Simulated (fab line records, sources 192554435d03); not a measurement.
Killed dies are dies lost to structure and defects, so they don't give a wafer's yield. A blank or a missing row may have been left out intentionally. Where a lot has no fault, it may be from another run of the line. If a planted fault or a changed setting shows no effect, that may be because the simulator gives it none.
Chamber matching + flow n5 finfet + 3 sister chambers for N5_BEOL_M3_CO_CAP_55 on cvd co-02
The step material Co, precursor CCTBA/H2, target thk 2 nm, time 102.1 s. 3 wafers are shown with their chamber, then 12 later ones without.

EACH WAFER AND ITS CHAMBER
| wafer  | chamber | heater power w (W) |
|--------|---------|--------------------|
| L088.4 | 1       | 229                |
| L089.4 | 0       | 217                |
| L089.5 | 2       | 255                |

WAFERS WITHOUT THEIR CHAMBER
| wafer  | heater power w (W) |
|--------|--------------------|
| L090.1 | 214                |
| L090.3 | 229                |
| L090.5 | 227                |
| L091.3 | 262                |
| L091.5 | 235                |
| L091.6 | 255                |
| L092.1 | 256                |
| L092.2 | 226                |
| L092.3 | 228                |
| L094.3 | 219                |
| L094.5 | 256                |
| L094.6 | 218                |

CHAMBER TAKEN BY EACH
| wafer  | from the rows above     | in truth                   |
|--------|-------------------------|----------------------------|
| L090.1 | 0                       | 0                          |
| L090.3 | 1                       | 1                          |
| L090.5 | 1                       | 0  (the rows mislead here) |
| L091.3 | 2                       | 2                          |
| L091.5 | 1                       | 1                          |
| L091.6 | 2                       | 2                          |
| L092.1 | 2                       | 2                          |
| L092.2 | can't be placed: 1 or 0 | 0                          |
| L092.3 | 1                       | 1                          |
| L094.3 | 0                       | 0                          |
| L094.5 | 2                       | 2                          |
| L094.6 | 0                       | 0                          |
Placed correctly: 10 of 12. Not placeable from these rows: 1 (in 1, the candidates include the true chamber). Number placed wrongly: 1.
How it was worked out, from the rows above alone: a wafer's distance from a chamber is the root of the sum, over the readings, of the square of ((its reading less the chamber's mean) divided by the reading's scatter). The wafer belongs to the nearest chamber; if the next one is less than 2 further off, it can't be placed. For every chamber, the mean is computed from those of its wafers that are shown. The scatter (one wafer shown for each chamber): square how far every hidden wafer sits from the nearest shown wafer, average those squares and take the square root.
